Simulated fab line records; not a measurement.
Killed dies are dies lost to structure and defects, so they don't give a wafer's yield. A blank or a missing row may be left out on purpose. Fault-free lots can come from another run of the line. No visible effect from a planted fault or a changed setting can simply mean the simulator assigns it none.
fab line records    flow n5_finfet
[record] lots = 7  wafers = 21
route steps=1938 shown BEOL_M8@1377 BEOL_M9@1446 BEOL_M10@1512 BEOL_M11@1578
start_h: start of the lot's first displayed wafer, in hours after the record's first day    wait_h: hours elapsed since this lot's preceding step    " unchanged from the row above    L1.1+2: several wafers, shown together as one row    - value missing, or start not given    * or withheld: withheld    < > ~ a bound
route shown NAME@n: names a module that has steps shown in the file, with the first one's number in the route    usual: mean/standard deviation taken from wafers without a fault    same: alike in all rows    chamber/n: place in a boat    sites: each site's reading    _std_site: the standard deviation of these    _edge_site: the outer-site mean with the inner-site mean subtracted    radius_mm: for every site, how far away it sits from the centre of the wafer    mask NAME#n: copy n    behind: the last tool/chamber to shape the wafer    hold: cause of the lot's hold/its duration in hours/its outcome    device: the n, p or np transistor that did not switch    end of line: the tests these same wafers got at the end of their route    a step with no rows: only its recipe    killed: the dies lost at the first sort to structure and to defects; this is not the yield of the wafer    map: the dies of a wafer, with x for killed, . for not killed, _ for no die there
set.NAME: the run value of the setting; set.NAME@STEP: its run value at that earlier step    model.NAME: the simulator's own value behind a step, which no gauge read
lots run with intentionally changed settings; tables by step, rows by wafer
[[steps]]
[step N5_BEOL_M8_TRENCH_ETCH_37]
[recipe] chemistry = C4F6/O2  target_depth_a = 934.78  target = SiCOH_lowk  time_s = 31.2  ion_energy_ev = 250  pressure_mtorr = 30  source_w = 345  bias_w = 185  Ar_flow_sccm = 300  C4F6_flow_sccm = 10  O2_flow_sccm = 10
[usual] rf_vpp_V = 667/6.3
lot.wafer  tool         chamber  start_h  wait_h  set.source_w  rf_vpp_V
L076.1     rie_diel-05  1        -        -       294.4         732
L076.2     "            2        "        "       294.4         722
L076.4     "            2        "        "       294.4         720
L083.1     rie_diel-05  3        -        -       401.3         621
L083.3     "            2        "        "       345           664
L083.4     "            1        "        "       345           673
L088.3     rie_diel-04  1        -        -       345           668
L088.5     "            2        "        "       345           671
L088.6     "            3        "        "       345           669
L089.1     rie_diel-05  1        -        -       345           673
L089.2     "            2        "        "       345           665
L089.5     "            1        "        "       345           674
L090.1     rie_diel-06  0        -        -       345           655
L090.3     "            1        "        "       345           666
L090.4     "            3        "        "       345           674
L093.1     rie_diel-04  1        -        -       312.7         704
L093.3     "            2        "        "       312.7         705
L093.5     "            0        "        "       312.7         715
L096.1     rie_diel-04  1        -        -       345           667
L096.2     "            2        "        "       302.3         717
L096.3     "            0        "        "       345           682
[step N5_BEOL_M8_ETCH_41]
[recipe] chemistry = CH3F/O2  target = SiCN  target_depth_a = 319  taper_deg = 2  time_s = 57.8  ion_energy_ev = 120  mask_material = TiN  pressure_mtorr = 30  source_w = 395  bias_w = 75  Ar_flow_sccm = 150  CH3F_flow_sccm = 30  O2_flow_sccm = 20
[step N5_BEOL_M8_STRIP_80]
[recipe] chemistry = N2/H2  time_s = 10  power_w = 450  temp_c = 40  pressure_mtorr = 20  rf_frequency_hz = 6e+07  bias_power_w = 7  n2_flow_sccm = 200  h2_flow_sccm = 200
[step N5_BEOL_M8_OCD_MEAS_38]
[usual] trench_depth_nm = 93.5/1
lot.wafer  tool    chamber  start_h  wait_h  set.source_w@BEOL_M8_TRENCH_ETCH_37  trench_depth_nm
L076.1     ocd-01  -        221.72   -       294.4                                87.4
L076.2     "       -        "        "       294.4                                88.1
L076.4     "       -        "        "       294.4                                89.2
L083.1     ocd-01  -        257.15   -       401.3                                99.2
L083.3     "       -        "        "       345                                  92.7
L083.4     "       -        "        "       345                                  93.5
L088.3     ocd-02  -        285.23   -       345                                  93.4
L088.5     "       -        "        "       345                                  93.7
L088.6     "       -        "        "       345                                  94.2
L089.1     ocd-01  -        294.10   -       345                                  92.5
L089.2     "       -        "        "       345                                  94.0
L089.5     "       -        "        "       345                                  92.7
L090.1     ocd-01  -        301.12   -       345                                  92.9
L090.3     "       -        "        "       345                                  94.1
L090.4     "       -        "        "       345                                  96.0
L093.1     ocd-02  -        309.35   -       312.7                                90.4
L093.3     "       -        "        "       312.7                                90.6
L093.5     "       -        "        "       312.7                                90.5
L096.1     ocd-02  -        342.40   -       345                                  93.1
L096.2     "       -        "        "       302.3                                89.8
L096.3     "       -        "        "       345                                  92.8
[step N5_BEOL_M8_HM_STRIP_39]
[recipe] chemistry = peroxide_tin_strip  material = TiN  target_depth_a = 250  temp_c = 50  time_s = 158
[step N5_BEOL_M8_SRD_40]
[recipe] time_s = 30  temp_c = 23  rinse_liquid = diw  dry = ipa_marangoni
[step N5_BEOL_M8_ECD_50]
[recipe] material = Cu  target_thk_a = 3000
[step N5_BEOL_M8_ANNEAL_51]
[recipe] temp_c = 225  time_s = 90  ambient = N2
[step N5_BEOL_M8_CMP_52]
[recipe] stop_on = SiCOH_lowk  t_overpolish_s = 6.9  down_force_psi = 1  platen_rpm = 50  clearing_platen_down_force_psi = 1.5  clearing_platen_rpm = 50  post_cmp_clean = cu_alkaline  target_thk_nm = 80  clearing_platen_pad_velocity_m_s = 0.99484  pad_velocity_m_s = 0.99484
lot.wafer  tool    chamber  start_h  wait_h  set.source_w@BEOL_M8_TRENCH_ETCH_37  model.Cu_of_BEOL_M8_ECD_50.thk_nm
L076.4     cmp-01  2        224.83   0.2     294.4                                75.6
L076.2     "       3        "        "       294.4                                74
L076.1     "       0        "        "       294.4                                73.8
L083.3     cmp-02  3        261.11   0.2     345                                  79.2
L083.4     "       0        "        "       345                                  78.6
L083.1     "       1        "        "       401.3                                84.8
L088.3     cmp-02  3        288.66   0.3     345                                  80
L088.5     "       2        "        "       345                                  81
L088.6     "       3        "        "       345                                  81.4
L089.2     cmp-03  0        296.76   0.2     345                                  79.2
L089.1     "       2        "        "       345                                  78.4
L089.5     "       0        "        "       345                                  80.2
L090.4     cmp-03  1        303.14   0.2     345                                  80.8
L090.1     "       2        "        "       345                                  79.6
L090.3     "       3        "        "       345                                  79.8
L093.1     cmp-01  3        313.08   0.3     312.7                                76.2
L093.3     "       0        "        "       312.7                                76.8
L093.5     "       0        "        "       312.7                                76.4
L096.3     cmp-03  0        344.58   0.2     345                                  81
L096.2     "       1        "        "       302.3                                75.8
L096.1     "       2        "        "       345                                  80.4
[step N5_BEOL_M8_THK_MEAS_53]
[recipe] thk_meas_gauge = xrf  reads = Cu_of_BEOL_M8_ECD_50
[usual] M8_THK = 80.3/1.4
lot.wafer  tool           chamber  start_h  wait_h  set.source_w@BEOL_M8_TRENCH_ETCH_37  M8_THK[nm]
L076.1     film_metro-02  -        225.13   -       294.4                                75.3
L076.2     "              -        "        "       294.4                                75.5
L076.4     "              -        "        "       294.4                                77.1
L083.1     film_metro-01  -        261.36   -       401.3                                85.9
L083.3     "              -        "        "       345                                  80.1
L083.4     "              -        "        "       345                                  80.1
L088.3     film_metro-02  -        288.92   -       345                                  80.7
L088.5     "              -        "        "       345                                  81.8
L088.6     "              -        "        "       345                                  82.1
L089.1     film_metro-01  -        297.02   -       345                                  78.6
L089.2     "              -        "        "       345                                  78.8
L089.5     "              -        "        "       345                                  80.0
L090.1     film_metro-02  -        303.40   -       345                                  79.9
L090.3     "              -        "        "       345                                  80.3
L090.4     "              -        "        "       345                                  81.3
L093.1     film_metro-02  -        313.38   -       312.7                                75.9
L093.3     "              -        "        "       312.7                                77.3
L093.5     "              -        "        "       312.7                                76.6
L096.1     film_metro-02  -        344.88   -       345                                  81.1
L096.2     "              -        "        "       302.3                                76.4
L096.3     "              -        "        "       345                                  81.6
[step N5_BEOL_M8_PRE_CLEAN_55]
[recipe] gas = NH3  time_s = 15  temp_c = withheld  rf_power_w = 300
[step N5_BEOL_M8_DEP_56]
[recipe] material = SiCN  target_thk_a = 100  temp_c = withheld  precursor = 3MS/NH3  pressure_torr = 3  rf_w = 202  time_s = 17.5
[step N5_BEOL_M8_RS_MEAS_57]
[recipe] thk_meas_gauge = four-point-probe  reads = Cu_of_BEOL_M8_ECD_50+Co_of_BEOL_M8_CVD_78+TaN_of_BEOL_M8_ALD_77
[usual] M8_RS = 0.288/0.0056
lot.wafer  tool           chamber  start_h  wait_h  set.source_w@BEOL_M8_TRENCH_ETCH_37  M8_RS[ohm/sq]
L076.1     film_metro-01  -        225.26   0.1     294.4                                0.315
L076.2     "              -        "        "       294.4                                0.314
L076.4     "              -        "        "       294.4                                0.306
L083.1     film_metro-01  -        261.49   0.1     401.3                                0.267
L083.3     "              -        "        "       345                                  0.289
L083.4     "              -        "        "       345                                  0.292
L088.3     film_metro-01  -        289.05   0.1     345                                  0.285
L088.5     "              -        "        "       345                                  0.281
L088.6     "              -        "        "       345                                  0.280
L089.1     film_metro-01  -        297.15   0.1     345                                  0.292
L089.2     "              -        "        "       345                                  0.289
L089.5     "              -        "        "       345                                  0.286
L090.1     film_metro-02  -        303.53   0.1     345                                  0.287
L090.3     "              -        "        "       345                                  0.288
L090.4     "              -        "        "       345                                  0.283
L093.1     film_metro-02  -        313.51   0.1     312.7                                0.303
L093.3     "              -        "        "       312.7                                0.301
L093.5     "              -        "        "       312.7                                0.303
L096.1     film_metro-02  -        345.01   0.1     345                                  0.285
L096.2     "              -        "        "       302.3                                0.305
L096.3     "              -        "        "       345                                  0.282
[step N5_BEOL_M9_TRENCH_ETCH_37]
[recipe] chemistry = C4F6/O2  target_depth_a = 1514.3  target = SiCOH_lowk  time_s = 49  ion_energy_ev = 250  pressure_mtorr = 30  source_w = 345  bias_w = 185  Ar_flow_sccm = 300  C4F6_flow_sccm = 10  O2_flow_sccm = 10
[usual] rf_vpp_V = 668/5.1
lot.wafer  tool         chamber  start_h  wait_h  set.bias_w  rf_vpp_V
L076.1     rie_diel-03  0        -        -       168.6       626
L076.2     "            3        "        "       168.6       620
L076.4     "            0        "        "       185         674
L083.1     rie_diel-01  1        -        -       185         670
L083.3     "            2        "        "       198.1       702
L083.4     "            0        "        "       185         669
L088.3     rie_diel-01  0        -        -       185         668
L088.5     "            0        "        "       185         668
L088.6     "            1        "        "       159.1       594
L089.1     rie_diel-01  1        -        -       185         669
L089.2     "            2        "        "       185         666
L089.5     "            2        "        "       185         665
L090.1     rie_diel-03  0        -        -       155.6       587
L090.3     "            1        "        "       185         666
L090.4     "            2        "        "       185         660
L093.1     rie_diel-02  1        -        -       185         664
L093.3     "            2        "        "       194.4       686
L093.5     "            3        "        "       194.4       698
L096.1     rie_diel-02  2        -        -       159.4       586
L096.2     "            1        "        "       159.4       591
L096.3     "            0        "        "       159.4       591
[step N5_BEOL_M10_TRENCH_ETCH_37]
[recipe] chemistry = C4F6/O2  target_depth_a = 1488.3  target = SiCOH_lowk  time_s = 48  ion_energy_ev = 250  pressure_mtorr = 30  source_w = 345  bias_w = 185  Ar_flow_sccm = 300  C4F6_flow_sccm = 10  O2_flow_sccm = 10
[usual] rf_vpp_V = 668/5.9
lot.wafer  tool         chamber  start_h  wait_h  set.source_w  rf_vpp_V  model.etch.depth_nm  model.BEOL_M10.feature_depth_nm
L076.1     rie_diel-06  2        -        -       364.7         644       152.5                152.6
L076.2     "            1        "        "       364.7         648       151.3                151.2
L076.4     "            0        "        "       345           656       148.8                148.8
L083.1     rie_diel-04  1        -        -       345           669       151.9                151.8
L083.3     "            0        "        "       292.1         743       140.5                140.6
L083.4     "            3        "        "       292.1         730       142.3                142.4
L088.3     rie_diel-05  3        -        -       307.5         710       142.8                142.8
L088.5     "            2        "        "       345           665       150.1                150.2
L088.6     "            1        "        "       307.5         716       140.6                140.6
L089.1     rie_diel-05  0        -        -       345           665       149                  149
L089.2     "            1        "        "       345           674       149.1                149
L089.5     "            1        "        "       345           674       149.1                149
L090.1     rie_diel-06  3        -        -       345           675       149.8                149.8
L090.3     "            1        "        "       345           666       146.3                146.4
L090.4     "            2        "        "       345           662       146.3                146.2
L093.1     rie_diel-05  3        -        -       320.9         694       144.5                144.4
L093.3     "            2        "        "       345           664       147.7                147.6
L093.5     "            3        "        "       320.9         694       143.7                143.6
L096.1     rie_diel-04  2        -        -       345           670       147.6                147.6
L096.2     "            0        "        "       387.2         643       153.9                154
L096.3     "            1        "        "       345           668       147.1                147
[step N5_BEOL_M10_ETCH_41]
[recipe] chemistry = CH3F/O2  target = SiCN  target_depth_a = 426  taper_deg = 2  time_s = 86  ion_energy_ev = 120  mask_material = TiN  pressure_mtorr = 30  source_w = 395  bias_w = 75  Ar_flow_sccm = 150  CH3F_flow_sccm = 30  O2_flow_sccm = 20
lot.wafer   tool         chamber  start_h  wait_h  set.source_w
L076.1+2+4  rie_diel-06  2,1,0    -        -       395
L083.1+3+4  rie_diel-04  1,0,3    -        -       395
L088.3+5+6  rie_diel-05  3,2,1    -        -       366.4
L089.1+2+5  rie_diel-05  0,1,1    -        -       395
L090.1      rie_diel-06  3        -        -       395
L090.3+4    "            1,2      "        "       343.8
L093.1+3+5  rie_diel-05  3,2,3    -        -       395
L096.1+2+3  rie_diel-04  2,0,1    -        -       395
[step N5_BEOL_M10_STRIP_77]
[recipe] chemistry = N2/H2  time_s = 10  power_w = 450  temp_c = 40  pressure_mtorr = 20  rf_frequency_hz = 6e+07  bias_power_w = 7  n2_flow_sccm = 200  h2_flow_sccm = 200
[step N5_BEOL_M10_OCD_MEAS_38]
[usual] trench_depth_nm = 148.8/1.6
lot.wafer  tool    chamber  start_h  wait_h  set.source_w@BEOL_M10_TRENCH_ETCH_37  trench_depth_nm
L076.1     ocd-02  -        238.73   -       364.7                                 152.3
L076.2     "       -        "        "       364.7                                 151.5
L076.4     "       -        "        "       345                                   148.9
L083.1     ocd-01  -        274.87   -       345                                   151.4
L083.3     "       -        "        "       292.1                                 140.6
L083.4     "       -        "        "       292.1                                 142.5
L088.3     ocd-02  -        303.26   -       307.5                                 143.0
L088.5     "       -        "        "       345                                   149.6
L088.6     "       -        "        "       307.5                                 140.7
L089.1     ocd-01  -        309.56   -       345                                   149.3
L089.2     "       -        "        "       345                                   148.9
L089.5     "       -        "        "       345                                   148.9
L090.1     ocd-02  -        317.74   -       345                                   150.5
L090.3     "       -        "        "       345                                   145.7
L090.4     "       -        "        "       345                                   146.7
L093.1     ocd-01  -        330.94   -       320.9                                 143.9
L093.3     "       -        "        "       345                                   147.9
L093.5     "       -        "        "       320.9                                 143.5
L096.1     ocd-01  -        358.71   -       345                                   147.5
L096.2     "       -        "        "       387.2                                 154.1
L096.3     "       -        "        "       345                                   146.8
[step N5_BEOL_M10_HM_STRIP_39]
[recipe] chemistry = peroxide_tin_strip  material = TiN  target_depth_a = 250  temp_c = 50  time_s = 158
[step N5_BEOL_M10_SRD_40]
[recipe] time_s = 30  temp_c = 23  rinse_liquid = diw  dry = ipa_marangoni
[step N5_BEOL_M10_ECD_50]
[recipe] material = Cu  target_thk_a = 3180
[step N5_BEOL_M10_ANNEAL_51]
[recipe] temp_c = 225  time_s = 90  ambient = N2
[step N5_BEOL_M10_CMP_52]
[recipe] stop_on = SiCOH_lowk  t_overpolish_s = 7  down_force_psi = 1  platen_rpm = 50  clearing_platen_down_force_psi = 1.5  clearing_platen_rpm = 50  post_cmp_clean = cu_alkaline  target_thk_nm = 140  clearing_platen_pad_velocity_m_s = 0.99484  pad_velocity_m_s = 0.99484
lot.wafer  tool    chamber  start_h  wait_h  set.source_w@BEOL_M10_TRENCH_ETCH_37  model.Cu_of_BEOL_M10_ECD_50.thk_nm
L076.4     cmp-03  1        240.35   0.1     345                                   139.6
L076.2     "       2        "        "       364.7                                 143.8
L076.1     "       0        "        "       364.7                                 145
L083.1     cmp-01  2        277.49   0.3     345                                   143.2
L083.3     "       3        "        "       292.1                                 130.8
L083.4     "       0        "        "       292.1                                 133
L088.3     cmp-03  0        305.30   0.2     307.5                                 134
L088.5     "       3        "        "       345                                   141.6
L088.6     "       0        "        "       307.5                                 131.8
L089.2     cmp-01  3        313.35   0.4     345                                   140.4
L089.1     "       0        "        "       345                                   139.8
L089.5     "       2        "        "       345                                   140.2
L090.1     cmp-01  3        321.82   0.3     345                                   140.2
L090.4+3   "       0,1      "        "       345                                   138.2
L093.3     cmp-01  2        333.99   0.2     345                                   139
L093.1     "       0        "        "       320.9                                 134.6
L093.5     "       1        "        "       320.9                                 135.2
L096.3     cmp-03  3        360.89   0.2     345                                   138.8
L096.1     "       0        "        "       345                                   138.2
L096.2     "       2        "        "       387.2                                 146.6
[step N5_BEOL_M10_THK_MEAS_53]
[recipe] thk_meas_gauge = xrf  reads = Cu_of_BEOL_M10_ECD_50
[usual] M10_THK = 141.1/1.8
lot.wafer  tool           chamber  start_h  wait_h  set.source_w@BEOL_M10_TRENCH_ETCH_37  M10_THK[nm]
L076.1     film_metro-02  -        240.65   -       364.7                                 146.7
L076.2     "              -        "        "       364.7                                 145.3
L076.4     "              -        "        "       345                                   142.1
L083.1     film_metro-02  -        277.79   -       345                                   145.0
L083.3     "              -        "        "       292.1                                 132.1
L083.4     "              -        "        "       292.1                                 134.7
L088.3     film_metro-01  -        305.56   -       307.5                                 134.3
L088.5     "              -        "        "       345                                   142.1
L088.6     "              -        "        "       307.5                                 132.2
L089.1     film_metro-02  -        313.60   -       345                                   141.2
L089.2     "              -        "        "       345                                   141.1
L089.5     "              -        "        "       345                                   141.1
L090.1     film_metro-02  -        322.12   -       345                                   140.6
L090.3     "              -        "        "       345                                   138.8
L090.4     "              -        "        "       345                                   138.8
L093.1     film_metro-02  -        334.25   -       320.9                                 135.0
L093.3     "              -        "        "       345                                   139.8
L093.5     "              -        "        "       320.9                                 136.7
L096.1     film_metro-01  -        361.18   -       345                                   140.0
L096.2     "              -        "        "       387.2                                 148.2
L096.3     "              -        "        "       345                                   140.2
[step N5_BEOL_M10_PRE_CLEAN_55]
[recipe] gas = NH3  time_s = 15  temp_c = withheld  rf_power_w = 300
[step N5_BEOL_M10_DEP_56]
[recipe] material = SiCN  target_thk_a = 150  temp_c = withheld  precursor = 3MS/NH3  pressure_torr = 3  rf_w = 202  time_s = 26.5
[step N5_BEOL_M10_RS_MEAS_57]
[recipe] thk_meas_gauge = four-point-probe  reads = Cu_of_BEOL_M10_ECD_50+Co_of_BEOL_M10_CVD_75+TaN_of_BEOL_M10_ALD_74
[usual] M10_RS = 0.1511/0.0021
lot.wafer  tool           chamber  start_h  wait_h  set.source_w@BEOL_M10_TRENCH_ETCH_37  M10_RS[ohm/sq]
L076.1     film_metro-01  -        240.78   0.1     364.7                                 0.1452
L076.2     "              -        "        "       364.7                                 0.1468
L076.4     "              -        "        "       345                                   0.1514
L083.1     film_metro-01  -        277.92   0.1     345                                   0.1471
L083.3     "              -        "        "       292.1                                 0.1629
L083.4     "              -        "        "       292.1                                 0.1600
L088.3     film_metro-01  -        305.70   0.1     307.5                                 0.1584
L088.5     "              -        "        "       345                                   0.1488
L088.6     "              -        "        "       307.5                                 0.1616
L089.1     film_metro-01  -        313.74   0.1     345                                   0.1512
L089.2     "              -        "        "       345                                   0.1503
L089.5     "              -        "        "       345                                   0.1508
L090.1     film_metro-02  -        322.28   0.1     345                                   0.1511
L090.3     "              -        "        "       345                                   0.1530
L090.4     "              -        "        "       345                                   0.1532
L093.1     film_metro-01  -        334.38   0.1     320.9                                 0.1577
L093.3     "              -        "        "       345                                   0.1520
L093.5     "              -        "        "       320.9                                 0.1573
L096.1     film_metro-01  -        361.32   0.1     345                                   0.1530
L096.2     "              -        "        "       387.2                                 0.1436
L096.3     "              -        "        "       345                                   0.1522
[step N5_BEOL_M11_TRENCH_ETCH_37]
[recipe] chemistry = C4F6/O2  target_depth_a = 1488.3  target = SiCOH_lowk  time_s = 48  ion_energy_ev = 250  pressure_mtorr = 30  source_w = 345  bias_w = 185  Ar_flow_sccm = 300  C4F6_flow_sccm = 10  O2_flow_sccm = 10
[usual] rf_vpp_V = 667/5.3
lot.wafer  tool         chamber  start_h  wait_h  set.bias_w  rf_vpp_V
L076.1     rie_diel-01  3        -        -       209.9       750
L076.2     "            1        "        "       185         670
L076.4     "            2        "        "       209.9       734
L083.1     rie_diel-02  1        -        -       185         666
L083.3     "            0        "        "       185         664
L083.4     "            0        "        "       185         665
L088.3     rie_diel-03  1        -        -       185         666
L088.5     "            0        "        "       185         673
L088.6     "            3        "        "       185         667
L089.1     rie_diel-01  3        -        -       185         680
L089.2     "            0        "        "       185         667
L089.5     "            2        "        "       185         664
L090.1     rie_diel-02  3        -        -       185         670
L090.3     "            0        "        "       185         666
L090.4     "            1        "        "       203.1       718
L093.1     rie_diel-01  3        -        -       185         679
L093.3     "            0        "        "       185         668
L093.5     "            1        "        "       185         671
L096.1     rie_diel-03  2        -        -       197.4       696
L096.2     "            0        "        "       197.4       707
L096.3     "            1        "        "       185         666
[step N5_BEOL_M11_HM_STRIP_39]
[recipe] chemistry = peroxide_tin_strip  material = TiN  target_depth_a = 250  temp_c = 50  time_s = 158
lot.wafer   tool          chamber  start_h  wait_h  set.time_s
L076.1+2+4  -             -        -        0.0     158
L083.1+3+4  -             -        -        0.0     133.7
L088.3+5+6  -             -        -        0.0     139.4
L089.1+2+5  wet_bench-02  2,6,1    320.14   0.0     158
L090.1+3+4  -             -        -        0.0     158
L093.1+3+5  -             -        -        0.0     123.3
L096.1+2+3  -             -        -        0.0     188.3
[step N5_BEOL_M11_SRD_40]
[recipe] time_s = 30  temp_c = 23  rinse_liquid = diw  dry = ipa_marangoni
[step N5_BEOL_M11_PRECLEAN_42]
[recipe] chemistry = residue_remover  time_s = 60  temp_c = 40
[step N5_BEOL_M11_ANNEAL_51]
[recipe] temp_c = 225  time_s = 90  ambient = N2
[step N5_BEOL_M11_CMP_52]
[recipe] stop_on = SiCOH_lowk  t_overpolish_s = 7  down_force_psi = 1  platen_rpm = 50  clearing_platen_down_force_psi = 1.5  clearing_platen_rpm = 50  post_cmp_clean = cu_alkaline  target_thk_nm = 140  clearing_platen_pad_velocity_m_s = 0.99484  pad_velocity_m_s = 0.99484
[step N5_BEOL_M11_THK_MEAS_53]
[recipe] thk_meas_gauge = xrf  reads = Cu_of_BEOL_M11_ECD_50
[usual] M11_THK = 142.3/2.4
lot.wafer  tool           chamber  start_h  wait_h  set.bias_w@BEOL_M11_TRENCH_ETCH_37  M11_THK[nm]
L076.1     film_metro-01  -        252.05   -       209.9                               149.7
L076.2     "              -        "        "       185                                 141.4
L076.4     "              -        "        "       209.9                               152.5
L083.1     film_metro-01  -        285.91   -       185                                 144.3
L083.3     "              -        "        "       185                                 141.8
L083.4     "              -        "        "       185                                 140.7
L088.3     film_metro-02  -        313.96   -       185                                 140.2
L088.5     "              -        "        "       185                                 138.9
L088.6     "              -        "        "       185                                 143.4
L089.1     film_metro-01  -        322.51   -       185                                 139.5
L089.2     "              -        "        "       185                                 140.8
L089.5     "              -        "        "       185                                 141.7
L090.1     film_metro-02  -        333.21   -       185                                 140.3
L090.3     "              -        "        "       185                                 138.7
L090.4     "              -        "        "       203.1                               145.5
L093.1     film_metro-02  -        341.68   -       185                                 142.3
L093.3     "              -        "        "       185                                 142.7
L093.5     "              -        "        "       185                                 142.7
L096.1     film_metro-01  -        370.53   -       197.4                               144.9
L096.2     "              -        "        "       197.4                               145.2
L096.3     "              -        "        "       185                                 143.3
[[key]]
[split] step = N5_BEOL_M8_TRENCH_ETCH_37  setting = source_w  stated = 345  by = wafer
[response] step = N5_BEOL_M8_TRENCH_ETCH_37  reading = rf_vpp_V  change = -3.1  per = 1%  r = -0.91
[response] step = N5_BEOL_M8_OCD_MEAS_38  reading = trench_depth_nm  change = +0.329  per = 1%  r = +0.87
[response] step = N5_BEOL_M8_CMP_52  reading = model.Cu_of_BEOL_M8_ECD_50.thk_nm  change = +0.374  per = 1%  r = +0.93
[response] step = N5_BEOL_M8_THK_MEAS_53  reading = M8_THK  change = +0.368  per = 1%  r = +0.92
[response] step = N5_BEOL_M8_RS_MEAS_57  reading = M8_RS  change = -0.00157  per = 1%  r = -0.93
[split] step = N5_BEOL_M9_TRENCH_ETCH_37  setting = bias_w  stated = 185  by = wafer
[response] step = N5_BEOL_M9_TRENCH_ETCH_37  reading = rf_vpp_V  change = +5.1  per = 1%  r = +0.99
[split] step = N5_BEOL_M10_TRENCH_ETCH_37  setting = source_w  stated = 345  by = wafer
[response] step = N5_BEOL_M10_TRENCH_ETCH_37  reading = rf_vpp_V  change = -3.68  per = 1%  r = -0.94
[response] step = N5_BEOL_M10_TRENCH_ETCH_37  reading = model.etch.depth_nm  change = +0.643  per = 1%  r = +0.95
[response] step = N5_BEOL_M10_TRENCH_ETCH_37  reading = model.BEOL_M10.feature_depth_nm  change = +0.642  per = 1%  r = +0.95
[response] step = N5_BEOL_M10_OCD_MEAS_38  reading = trench_depth_nm  change = +0.628  per = 1%  r = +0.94
[response] step = N5_BEOL_M10_CMP_52  reading = model.Cu_of_BEOL_M10_ECD_50.thk_nm  change = +0.724  per = 1%  r = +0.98
[response] step = N5_BEOL_M10_THK_MEAS_53  reading = M10_THK  change = +0.725  per = 1%  r = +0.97
[response] step = N5_BEOL_M10_RS_MEAS_57  reading = M10_RS  change = -0.000894  per = 1%  r = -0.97
[split] step = N5_BEOL_M10_ETCH_41  setting = source_w  stated = 395  by = wafer
response none clear
[split] step = N5_BEOL_M11_TRENCH_ETCH_37  setting = bias_w  stated = 185  by = wafer
[response] step = N5_BEOL_M11_TRENCH_ETCH_37  reading = rf_vpp_V  change = +5.26  per = 1%  r = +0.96
[response] step = N5_BEOL_M11_THK_MEAS_53  reading = M11_THK  change = +0.625  per = 1%  r = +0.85
[split] step = N5_BEOL_M11_HM_STRIP_39  setting = time_s  stated = 158  by = lot
response none clear
